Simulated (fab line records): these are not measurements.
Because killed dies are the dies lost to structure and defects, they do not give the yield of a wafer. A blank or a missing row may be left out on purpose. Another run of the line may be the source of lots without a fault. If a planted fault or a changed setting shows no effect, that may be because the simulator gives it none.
fab line records	flow nandHarc
record: lots: 12	wafers: 35	lastDay: 34
route steps=1302 shown A_CONTACT@1002 END@1302
lots untouched by any fault: they come from a run of this same line in which no faults occurred
startH: hours from the record's first day to the start of the lot's first wafer shown	waitH: hours elapsed since this lot's preceding step	" unchanged from the row above	L1.1+2: a single row standing in for several wafers	- value missing, or start not given	* or withheld: withheld	< > ~ a bound
route shown NAME@n: a module of which the file shows steps, and the number in the route of the first	usual: mean/standard deviation taken from wafers without a fault	same: alike in all rows	chamber/n: place in a boat	sites: readings site by site	_std_site: how widely they spread, as a standard deviation	_edge_site: the outer-site mean with the inner-site mean subtracted	radiusMm: how far each site lies from the wafer's centre	mask NAME#n: copy n	behind: the tool/chamber that last shaped the wafer	hold: the reason the lot was held/the length of the hold in hours/how it ended	device: which transistor (n, p or np) failed to switch	end of line: at the end of the route, the tests of the same wafers	a step with no rows: only its recipe	killed: count of dies lost to structure and defects at first sort (not the wafer's yield)	map: shows each die of a wafer: x if killed, . if not, _ if none is there
set.NAME: the setting the step ran with; set.NAME@STEP: the setting that earlier step ran with	model.NAME: the simulator's own value behind a step, which no gauge read
a sample of lots followed through the steps of the route, with each step as a table and each wafer as a row
services: a tool's chamber out of use, with start hour (startH, from the record's first day; less than 0 if before it), hours out, and reason
== steps ==
step: NHARC_A_CONTACT_ETCH_49
recipe: targetDepthA: 2600	overEtchFrac: 0.3	timeS: 475.3	ionEnergyEv: 200	n2FlowSccm: 150	h2FlowSccm: 150	arFlowSccm: 0	rfW: 400	biasW: 150	chemistry: N2/H2
usual: drypumpMotorCurrentA: 5.8/0.4	oesProductAu: 1.003/0.0064	rfVppV: 431.1/2.4	showerheadPlenumPTorr: 2.06/0.08	throttleValvePct: 14.172/0.0094
lot.wafer	tool	chamber	startH	waitH	drypumpMotorCurrentA	oesProductAu	rfHoursCounterH	rfVppV	showerheadPlenumPTorr	throttleValvePct
L219.3	rieDiel-03	0	-	-	5.3	1.002	3	431.1	2.06	14.187
L219.2	"	1	"	"	6.2	1.004	3	433.4	2.13	14.168
L219.5	"	2	"	"	5.9	1.003	-	429.3	1.99	14.161
L220.2	rieDiel-03	1	-	-	6.1	0.990	5	433.4	2.13	14.168
L220.1	"	3	"	"	6.5	0.999	6	432.6	2.11	14.179
L220.4	"	0	"	"	5.3	1.003	5	431.8	2.06	14.172
L229.2	rieDiel-03	1	-	-	6.1	0.978	16	431.2	2.13	14.174
L229.6	"	1	"	"	6.1	1.002	-	433.3	2.13	14.162
L229.4	"	3	"	"	6.5	0.994	-	432.1	2.11	14.177
L228.4	rieDiel-04	2	-	-	5.9	1.006	13	431.4	2.07	14.191
L228.6	"	3	"	"	5.0	1.005	-	428.8	1.98	14.184
L230.4	rieDiel-03	2	-	-	5.9	1.012	19	428.4	1.98	14.183
L230.3	"	0	"	"	5.3	1.002	17	432.0	2.06	14.182
L230.6	"	2	"	"	5.9	1.005	-	427.6	1.98	14.171
L233.2	rieDiel-11	0	-	-	5.4	1.004	2	435.0	2.22	14.191
L233.4	"	1	"	"	5.7	1.014	2	427.8	1.94	14.171
L233.6	"	3	"	"	5.7	1.009	-	431.8	2.10	14.168
L235.1	rieDiel-04	1	-	-	5.7	0.994	43	430.3	2.07	14.168
L235.3	"	3	"	"	5.0	1.002	40	428.4	1.97	14.175
L235.6	"	2	"	"	5.9	0.993	-	431.0	2.06	14.179
L240.1	rieDiel-04	3	-	-	4.9	1.001	44	428.2	1.97	14.175
L240.3	"	0	"	"	5.7	1.010	52	431.1	2.08	14.171
L240.2	"	2	"	"	6.0	1.001	42	432.2	2.06	14.175
L237.4	rieDiel-11	0	-	-	5.3	1.007	14	435.2	2.21	14.168
L237.3	"	3	"	"	5.7	1.006	20	431.6	2.09	14.176
L237.6	"	1	"	"	5.8	1.020	-	428.8	1.94	14.175
L239.2	rieDiel-11	1	-	-	5.7	1.000	23	427.3	1.94	14.185
L239.6	"	2	"	"	5.8	1.014	-	433.6	2.19	14.169
L239.5	"	3	"	"	5.7	0.996	-	433.1	2.09	14.147
L241.2	rieDiel-11	1	-	-	5.7	1.006	35	427.5	1.93	14.164
L241.5	"	1	"	"	5.8	1.007	-	427.0	1.93	14.158
L241.6	"	2	"	"	5.8	0.996	-	435.1	2.19	14.176
L242.2	rieDiel-03	0	-	-	5.3	0.999	11	431.4	2.05	14.188
L242.3	"	2	"	"	5.9	1.009	12	427.4	1.97	14.163
L242.6	"	0	"	"	5.3	0.996	-	431.9	2.05	14.179
step: NHARC_A_CONTACT_ETCH_51
recipe: targetDepthA: 70000	overEtchFrac: 0.3	timeS: 1820	ionEnergyEv: 150	o2FlowSccm: 400	cosFlowSccm: 20	arFlowSccm: 0	rfW: 500	biasW: 300	chemistry: O2/COS
usual: drypumpMotorCurrentA: 5.8/0.41	oesProductAu: 1.002/0.0072	rfVppV: 314.5/1.7	showerheadPlenumPTorr: 3.16/0.11	throttleValvePct: 28.330/0.0096
lot.wafer	tool	chamber	startH	waitH	drypumpMotorCurrentA	oesProductAu	rfHoursCounterH	rfVppV	showerheadPlenumPTorr	throttleValvePct
L219.2	rieDiel-03	0	-	-	5.3	0.996	3	314.3	3.15	28.339
L219.3	"	1	"	"	6.1	1.001	4	316.1	3.25	28.326
L219.5	"	3	"	"	6.5	0.993	-	315.2	3.23	28.317
L220.4	rieDiel-03	1	-	-	6.1	1.001	6	316.3	3.25	28.327
L220.2	"	2	"	"	5.9	1.008	7	312.3	3.05	28.332
L220.1	"	3	"	"	6.5	1.000	6	315.7	3.22	28.331
L229.2	rieDiel-03	2	-	-	5.9	1.002	17	312.2	3.04	28.333
L229.6	"	2	"	"	5.9	1.006	-	314.2	3.04	28.330
L229.4	"	3	"	"	6.5	1.006	-	316.6	3.22	28.334
L228.4	rieDiel-04	3	-	-	5.0	1.004	13	313.4	3.04	28.331
L228.6	"	0	"	"	5.6	1.000	-	314.6	3.20	28.321
L230.4	rieDiel-03	0	-	-	5.3	0.997	17	313.7	3.14	28.336
L230.3	"	1	"	"	6.1	1.003	19	314.6	3.24	28.335
L230.6	"	1	"	"	6.1	0.995	-	315.1	3.24	28.325
L233.2	rieDiel-11	2	-	-	5.8	1.001	2	315.3	3.34	28.320
L233.4	"	3	"	"	5.7	1.005	2	315.8	3.20	28.343
L233.6	"	1	"	"	5.8	1.000	-	311.2	2.99	28.321
L235.1	rieDiel-04	0	-	-	5.6	0.999	46	315.2	3.19	28.354
L235.3	"	2	"	"	5.9	0.991	38	313.8	3.15	28.312
L235.6	"	3	"	"	5.0	1.012	-	314.2	3.02	28.315
L240.1	rieDiel-04	2	-	-	6.0	1.002	42	314.2	3.14	28.335
L240.3	"	3	"	"	5.0	0.991	45	313.0	3.02	28.326
L240.2	"	0	"	"	5.6	0.994	52	314.3	3.18	28.324
L237.3	rieDiel-11	3	-	-	5.7	1.009	20	315.8	3.19	28.313
L237.4	"	1	"	"	5.7	1.004	17	313.0	2.98	28.318
L237.6	"	3	"	"	5.7	1.003	-	316.2	3.19	28.331
L239.2	rieDiel-11	1	-	-	5.8	1.001	23	313.5	2.98	28.332
L239.6	"	0	"	"	5.4	1.002	-	317.0	3.36	28.319
L239.5	"	1	"	"	5.7	0.997	-	311.3	2.98	28.342
L241.2	rieDiel-11	2	-	-	5.8	1.019	36	316.3	3.33	28.318
L241.5	"	2	"	"	5.8	1.008	-	316.6	3.33	28.322
L241.6	"	3	"	"	5.7	1.004	-	315.4	3.18	28.332
L242.3	rieDiel-03	3	-	-	6.5	0.993	12	314.3	3.21	28.331
L242.2	"	0	"	"	5.3	1.003	12	313.4	3.13	28.334
L242.6	"	3	"	"	6.5	1.005	-	315.7	3.21	28.329
step: NHARC_A_CONTACT_ETCH_112
recipe: sourceW: withheld	pressureMtorr: 20	biasV: 3000	timeS: 190	targetDepthA: 18500	arFlowSccm: withheld	c4f8FlowSccm: withheld	o2FlowSccm: withheld	chemistry: C4F8/O2/Ar
lot.wafer	tool	chamber	startH	waitH	rfHoursCounterH
L219.2	harCapEtch-01	0	492.59	0.2	124
L219.3	"	0	"	"	-
L219.5	"	0	"	"	-
L220.1	harCapEtch-02	0	509.56	0.2	86
L220.2	"	1	"	"	86
L220.4	"	0	"	"	-
L229.2	harCapEtch-03	0	586.20	0.2	61
L229.4	"	1	"	"	-
L229.6	"	1	"	"	-
L228.4	harCapEtch-02	0	586.69	0.2	-
L228.6	"	0	"	"	-
L230.4	harCapEtch-01	0	600.60	0.2	-
L230.3	"	1	"	"	-
L230.6	"	0	"	"	-
L233.2	harCapEtch-01	0	632.79	0.2	19
L233.4	"	0	"	"	-
L233.6	"	1	"	"	-
L235.1	harCapEtch-01	0	663.48	0.2	24
L235.3	"	1	"	"	-
L235.6	"	1	"	"	-
L240.2	harCapEtch-01	0	678.57	0.2	26
L240.1	"	1	"	"	26
L240.3	"	0	"	"	-
L237.4	harCapEtch-02	1	682.36	0.2	-
L237.3	"	0	"	"	-
L237.6	"	0	"	"	-
L239.2	harCapEtch-02	1	699.91	0.2	121
L239.5	"	1	"	"	-
L239.6	"	0	"	"	-
L241.2	harCapEtch-02	1	727.63	0.2	125
L241.5	"	0	"	"	-
L241.6	"	1	"	"	-
L242.2	harCapEtch-03	1	730.01	0.2	87
L242.3	"	1	"	"	-
L242.6	"	1	"	"	-
step: NHARC_A_CONTACT_ETCH_102
recipe: targetDepthA: 1000	overetchA: 100	timeS: 55	ionEnergyEv: 100	cf4FlowSccm: 80	o2FlowSccm: 20	arFlowSccm: 0	rfW: 300	biasW: 100	chemistry: CF4/O2
usual: drypumpMotorCurrentA: 5.8/0.43	oesProductAu: 1.001/0.0073	rfVppV: 198.2/1.2	showerheadPlenumPTorr: 1.35/0.045	throttleValvePct: 13.398/0.0083
lot.wafer	tool	chamber	startH	waitH	drypumpMotorCurrentA	oesProductAu	rfHoursCounterH	rfVppV	showerheadPlenumPTorr	throttleValvePct
L219.2	rieDiel-03	2	495.93	0.1	5.9	0.996	5	198.3	1.30	13.407
L219.3	"	3	"	"	6.5	0.999	4	197.8	1.38	13.385
L219.5	"	1	"	"	6.1	0.998	-	198.6	1.39	13.394
L220.1	rieDiel-03	0	513.02	0.1	5.3	1.000	6	200.1	1.35	13.391
L220.4	"	1	"	"	6.1	0.995	7	198.1	1.39	13.396
L220.2	"	2	"	"	5.9	1.010	7	197.8	1.30	13.401
L229.2	rieDiel-03	1	589.55	0.1	6.1	0.995	17	198.7	1.39	13.399
L229.4	"	2	"	"	5.9	1.005	18	197.4	1.30	13.389
L229.6	"	0	"	"	5.3	0.946	-	197.5	1.34	13.385
L228.4	rieDiel-03	1	590.95	0.1	6.1	1.007	17	199.3	1.39	13.379
L228.6	"	2	"	"	5.9	0.959	-	196.5	1.30	13.397
L230.3	rieDiel-03	1	603.96	0.1	6.1	0.944	20	199.3	1.39	13.389
L230.4	"	3	"	"	6.5	1.007	21	197.6	1.38	13.399
L230.6	"	2	"	"	5.9	0.947	-	196.3	1.30	13.404
L233.2	rieDiel-11	3	636.20	0.1	5.7	1.003	3	198.6	1.37	13.414
L233.4	"	0	"	"	5.3	1.010	4	199.2	1.45	13.392
L233.6	"	3	"	"	5.7	1.002	-	198.5	1.37	13.403
L235.1	rieDiel-11	2	667.64	0.1	5.8	1.006	13	199.8	1.43	13.389
L235.3	"	0	"	"	5.3	1.007	11	198.5	1.44	13.391
L235.6	"	2	"	"	5.8	1.013	-	199.4	1.43	13.400
L240.1	rieDiel-04	1	681.97	0.1	5.7	0.998	50	197.8	1.35	13.398
L240.3	"	3	"	"	5.0	1.001	46	194.1	1.29	13.403
L240.2	"	0	"	"	5.6	1.001	53	198.7	1.36	13.402
L237.3	rieDiel-11	3	685.74	0.0	5.7	1.001	22	197.5	1.37	13.394
L237.4	"	1	"	"	5.7	1.006	18	196.1	1.27	13.387
L237.6	"	3	"	"	5.7	0.987	-	199.2	1.37	13.398
L239.2	rieDiel-04	3	703.27	0.1	5.0	1.010	53	196.7	1.29	13.388
L239.6	"	3	"	"	5.0	1.004	-	196.9	1.29	13.397
L239.5	"	0	"	"	5.6	1.006	-	199.5	1.36	13.413
L241.2	rieDiel-03	3	730.98	0.1	6.5	1.003	13	198.7	1.37	13.399
L241.5	"	1	"	"	6.1	0.993	-	199.3	1.38	13.409
L241.6	"	2	"	"	5.9	1.012	-	198.1	1.29	13.408
L242.3	rieDiel-03	0	733.38	0.1	5.3	0.997	12	198.2	1.34	13.396
L242.2	"	1	"	"	6.2	1.003	13	200.1	1.38	13.404
L242.6	"	1	"	"	6.2	1.006	-	199.7	1.38	13.393
step: NHARC_END_SORT_01
recipe: tempC: 25
usual: killedAtArray: 62/16	killedAtOther: 0.8/1.1	killedAtPeriphery: 4/3.2	killedDies: 67/16	killedOpen: 3.5/1.9	killedShort: 2.1/1.5
same: grossDies: 677
lot.wafer	tool	chamber	startH	waitH	killedAtArray	killedAtOther	killedAtPeriphery	killedDies	killedOpen	killedShort
L229.2	prober-02	0	650.02	2.8	59	1	5	65	3	3
L229.4	prober-02	0	651.66	3.5	51	1	5	57	0	2
L229.6	prober-02	0	653.29	4.1	269	2	3	274	2	2
L228.4	prober-01	0	674.58	3.4	65	1	3	69	3	2
L228.6	prober-01	0	676.18	4.0	265	0	5	270	5	0
L230.3	prober-01	0	681.58	3.1	300	2	3	305	1	2
L230.4	prober-01	0	682.37	3.4	53	0	10	63	3	2
L230.6	prober-01	0	683.96	4.0	244	0	8	252	2	0
killed by level:class
L229.2 A_SLIT:chamberFilmFlake=28 A_CHANNEL_HOLE_D2:chamberFilmFlake=15 A_ZERO_WELL:chamberFilmFlake=3 A_CHANNEL_HOLE_D1:chamberFilmFlake=3 A_CONTACT:chamberFilmFlake=3 A_ONON_D2:geometricParticle:open=2 P_CONTACT:chamberFilmFlake=2 P_GATE:geometricParticle:open=1
L229.4 A_SLIT:chamberFilmFlake=31 A_CHANNEL_HOLE_D2:chamberFilmFlake=8 P_STI:chamberFilmFlake=3 A_M0:chamberFilmFlake=3 A_CHANNEL_HOLE_D1:chamberFilmFlake=2 A_DECK1_JOINT:chamberFilmFlake=2 A_CHANNEL_FILL_D1:geometricParticle:short=1 A_CHANNEL_FILL_D2:geometricParticle:short=1
L229.6 A_CONTACT:areaEtch=200 A_SLIT:chamberFilmFlake=29 A_CHANNEL_HOLE_D2:chamberFilmFlake=21 A_CHANNEL_HOLE_D1:chamberFilmFlake=8 A_CONTACT:chamberFilmFlake=5 P_STI:chamberFilmFlake=2 THIN_TSV:chamberFilmFlake=2 A_ONON_D1:geometricParticle:open=1
L228.4 A_CHANNEL_HOLE_D1:chamberFilmFlake=38 A_CHANNEL_HOLE_D2:chamberFilmFlake=13 A_CONTACT:chamberFilmFlake=6 A_STAIRCASE:chamberFilmFlake=2 A_WL_FILL:chamberFilmFlake=2 P_CONTACT:geometricParticle:open=1 A_ONON_D1:geometricParticle:short=1 A_CHANNEL_FILL_D1:geometricParticle:open=1
L228.6 A_CONTACT:areaEtch=205 A_CHANNEL_HOLE_D1:chamberFilmFlake=34 A_CHANNEL_HOLE_D2:chamberFilmFlake=14 A_SLIT:chamberFilmFlake=4 A_M0:geometricParticle:open=2 A_CONTACT:chamberFilmFlake=2 P_GATE:geometricParticle:open=1 P_M0:geometricParticle:open=1
L230.3 A_CONTACT:areaEtch=256 A_CHANNEL_HOLE_D1:chamberFilmFlake=32 A_CONTACT:chamberFilmFlake=5 P_GATE:chamberFilmFlake=2 A_STAIRCASE:chamberFilmFlake=2 THIN_TSV:chamberFilmFlake=2 A_ONON_D1:geometricParticle:open=1 A_ONON_D1:geometricParticle:short=1
L230.4 A_CHANNEL_HOLE_D1:chamberFilmFlake=36 P_GATE:chamberFilmFlake=5 A_CONTACT:chamberFilmFlake=5 A_BONDPAD:chamberFilmFlake=4 P_STI:chamberFilmFlake=3 A_SGD_CUT:geometricParticle:open=1 A_WL_FILL:geometricParticle:short=1 A_WL_FILL:geometricParticle:open=1
L230.6 A_CONTACT:areaEtch=198 A_CHANNEL_HOLE_D1:chamberFilmFlake=31 P_STI:chamberFilmFlake=4 P_GATE:chamberFilmFlake=4 A_WL_FILL:chamberFilmFlake=4 A_BONDPAD:chamberFilmFlake=3 A_CONTACT:chamberFilmFlake=2 A_SLIT:chamberFilmFlake=2
== services ==
tool	chamber	startH	hours	kind
rieDiel-03	0	467.30	-	clean
rieDiel-03	1	467.30	-	clean
rieDiel-03	2	467.30	-	clean
rieDiel-03	3	467.30	-	clean
rieDiel-11	3	472.03	2.5	repair
rieDiel-11	2	475.80	1.7	repair
rieDiel-11	1	479.93	1.9	repair
rieDiel-03	0	492.42	-	clean
rieDiel-03	1	492.42	-	clean
harCapEtch-01	-	497.00	17.0	pm
rieDiel-11	2	499.34	4.3	repair
harCapEtch-02	-	521.66	0.2	repair
harCapEtch-01	-	531.32	0.4	repair
rieDiel-04	-	531.90	9.0	pm
harCapEtch-01	-	536.09	5.5	repair
rieDiel-03	0	583.13	5.1	repair
rieDiel-11	1	593.13	14.8	repair
rieDiel-11	-	612.05	9.0	pm
rieDiel-11	3	632.52	1.7	repair
rieDiel-03	-	635.30	9.0	pm
rieDiel-04	-	708.90	9.0	pm
rieDiel-11	2	714.40	3.5	repair
rieDiel-03	0	718.40	1.2	repair
harCapEtch-02	-	719.74	0.1	repair
== key ==
firstSign: step: NHARC_A_CONTACT_ETCH_102	reading: oesProductAu	direction: down	sigmas: 7.1	usual: 1.001	struck: 0.949
effect: step: NHARC_END_SORT_01	reading: killedAtArray	direction: up	sigmas: 13	usual: 62	struck: 270
moreKillsBornAt: NHARC_A_CONTACT_ETCH_102@rieDiel-03: 859
metAt NHARC_A_CONTACT_ETCH_102
struckLots L228,L229,L230
struckWafers L228.6,L229.6,L230.3,L230.6
testerLeftOut L228,L229,L230
notActingAt NHARC_A_CONTACT_ETCH_49,NHARC_A_CONTACT_ETCH_51,NHARC_A_CONTACT_ETCH_112
onsetBetween 513.02 589.55
fault: kind: processParameterDrift	tool: rieDiel-03	chamber: -	onsetH: 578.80	steps: NHARC_A_CONTACT_ETCH_102	channel: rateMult	offset: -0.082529	shape: step	endH: 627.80	scope: struckWafersOnly
testerLeftOut: of these lots the tester's yield and bins aren't shown, on N5 and GAA mostly nor the transistor test; their killed dies are dies lost to structure and defects alone, not to doping, threshold or leakage, so they don't give the yield
